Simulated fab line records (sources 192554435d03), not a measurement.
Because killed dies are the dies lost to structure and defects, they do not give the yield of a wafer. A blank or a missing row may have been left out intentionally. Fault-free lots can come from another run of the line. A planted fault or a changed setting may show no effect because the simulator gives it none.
Chamber matching -- flow n5 finfet -- N5_BEOL_M0_SAQP_PECVD_97 on pecvd-03: 3 sister chambers
The step deposits SiNx from SiH4/NH3/N2, target thk 23 nm, time 19.9 s. 14 wafers are shown with their chamber, then 7 later ones without.

## WAFERS, EACH WITH ITS CHAMBER
wafer,chamber,showerhead vpp V (V),throttle valve pct (%),showerhead plenum p Torr (Torr)
L252.3,2,988,39.3,5.18
L252.5,2,980,39.4,5.17
L252.6,0,1034,40.5,5.20
L256.1,1,1106,38.5,5.15
L256.5,1,1108,38.9,5.15
L256.6,0,1041,40.7,5.21
L257.1,0,1038,40.4,5.20
L257.2,2,1013,40.0,5.19
L257.3,1,1115,38.8,5.14
L258.1,2,1009,39.5,5.16
L258.3,0,1037,40.5,5.20
L258.6,2,1032,39.8,5.18
L259.1,1,1107,38.3,5.15
L259.2,0,1028,40.7,5.20

SIGNATURES, as means of the wafers listed above
reading,chamber 0,chamber 1,chamber 2,scatter within a chamber
showerhead vpp V,1035.60,1109.00,1004.40,13
throttle valve pct,40.560,38.625,39.600,0.241
showerhead plenum p Torr,5.2020,5.1475,5.1760,0.00783
Rule: a wafer's distance from a chamber is the root of the sum, over the readings, of the square of ((its reading less the chamber's mean) divided by the reading's scatter). The wafer belongs to the nearest chamber; if the next one is less than 2 further off, it can't be placed. How the scatter is found: for the shown wafers, subtract from each reading the mean of its chamber, square and add these, divide the total by (wafers less chambers), then take the root.

## WAFERS WHOSE CHAMBER IS MISSING
wafer,showerhead vpp V (V),throttle valve pct (%),showerhead plenum p Torr (Torr)
L259.5,1106,38.7,5.15
L264.2,1015,39.8,5.18
L264.3,1125,38.4,5.16
L264.5,1092,38.4,5.15
L271.1,1038,41.0,5.22
L271.4,1117,38.7,5.16
L271.6,990,40.0,5.17

## THE CHAMBER EACH PASSED THROUGH
wafer,from the rows above,in truth
L259.5,1,1
L264.2,2,2
L264.3,1,1
L264.5,1,1
L271.1,0,0
L271.4,1,1
L271.6,2,2
Placed correctly: 7 of 7. From these rows, 0 cannot be placed. Wrongly placed: 0.
